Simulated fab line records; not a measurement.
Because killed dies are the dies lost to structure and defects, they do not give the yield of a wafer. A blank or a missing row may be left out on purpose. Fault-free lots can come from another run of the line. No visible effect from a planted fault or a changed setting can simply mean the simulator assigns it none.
Chamber matching    flow n5 finfet    N5_BEOL_M0_PRE_CLEAN_131 on cvd co-02: 3 sister chambers
The step time 15 s. 3 wafers are shown with their chamber, then 11 later ones without.

## EACH WAFER AND ITS CHAMBER
wafer   chamber  heater power w (W)
L087.1  0        87
L087.2  2        98
L086.3  1        114

## WAFERS MISSING THEIR CHAMBER
wafer   heater power w (W)
L086.4  93
L086.6  89
L090.3  116
L090.4  95
L090.6  113
L096.1  86
L096.3  113
L096.5  94
L097.1  87
L097.2  97
L097.3  114

## CHAMBER TAKEN BY EACH
wafer   from the rows above      in truth
L086.4  can't be placed: 2 or 0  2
L086.6  0                        0
L090.3  1                        1
L090.4  2                        2
L090.6  1                        1
L096.1  0                        0
L096.3  1                        1
L096.5  can't be placed: 2 or 0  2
L097.1  0                        0
L097.2  2                        2
L097.3  1                        1
9 of 11 placed correctly. Cannot be placed on the basis of these rows: 2; the candidates contain the true chamber in 2. 0 placed wrongly.
How it was worked out, from the rows above alone: a wafer's distance from a chamber is the root of the sum, over the readings, of the square of ((its reading less the chamber's mean) divided by the reading's scatter). The wafer belongs to the nearest chamber; if the next one is less than 2 further off, it can't be placed. A chamber's mean is the mean of its shown wafers. The scatter: root of mean squared gap, hidden wafer to nearest shown wafer, with one shown wafer a chamber.
